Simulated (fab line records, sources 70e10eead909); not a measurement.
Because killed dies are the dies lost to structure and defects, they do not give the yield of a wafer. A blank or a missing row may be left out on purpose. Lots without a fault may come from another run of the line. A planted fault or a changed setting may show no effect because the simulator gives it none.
Chamber matching	flow nand-harc	NHARC_P_ZERO_WELL_ETCH_65 on rie-diel-12 has 4 sister chambers
The step etches the open film in N2/H2, target depth 80 nm, overetch 24 nm, time 87.88 s. 4 wafers are shown with their chamber, then 11 later ones without.

## WAFERS WITH THEIR CHAMBER
wafer	chamber	showerhead-plenum-p-Torr (Torr)
L089.2	1	2.19
L089.5	2	2.21
L093.5	3	1.94
L094.1	0	2.21

## WAFERS WITHOUT THEIR CHAMBER
wafer	showerhead-plenum-p-Torr (Torr)
L094.2	1.94
L094.6	2.19
L095.3	2.21
L095.5	2.20
L095.6	1.94
L096.1	2.19
L096.2	2.21
L096.4	1.94
L097.1	2.19
L097.2	1.94
L097.4	2.21

## CHAMBER TAKEN BY EACH
wafer	from the rows above	in truth
L094.2	3	3
L094.6	1	1
L095.3	can't be placed: 0 or 2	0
L095.5	can't be placed: 0 or 2 or 1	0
L095.6	3	3
L096.1	1	1
L096.2	can't be placed: 0 or 2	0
L096.4	3	3
L097.1	1	1
L097.2	3	3
L097.4	can't be placed: 0 or 2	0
Placed correctly: 7 of 11. These rows do not allow placing 4 (true chamber among the candidates in 4). 0 placed wrongly.
How it was worked out, from the rows above alone: a wafer's distance from a chamber is the root of the sum, over the readings, of the square of ((its reading less the chamber's mean) divided by the reading's scatter). If the next closest chamber is less than 2 further off than the closest, the wafer can't be placed; otherwise it belongs to the closest. A chamber's mean is the mean of its shown wafers. The scatter (one wafer shown for each chamber): square how far every hidden wafer sits from the nearest shown wafer, average those squares and take the square root.
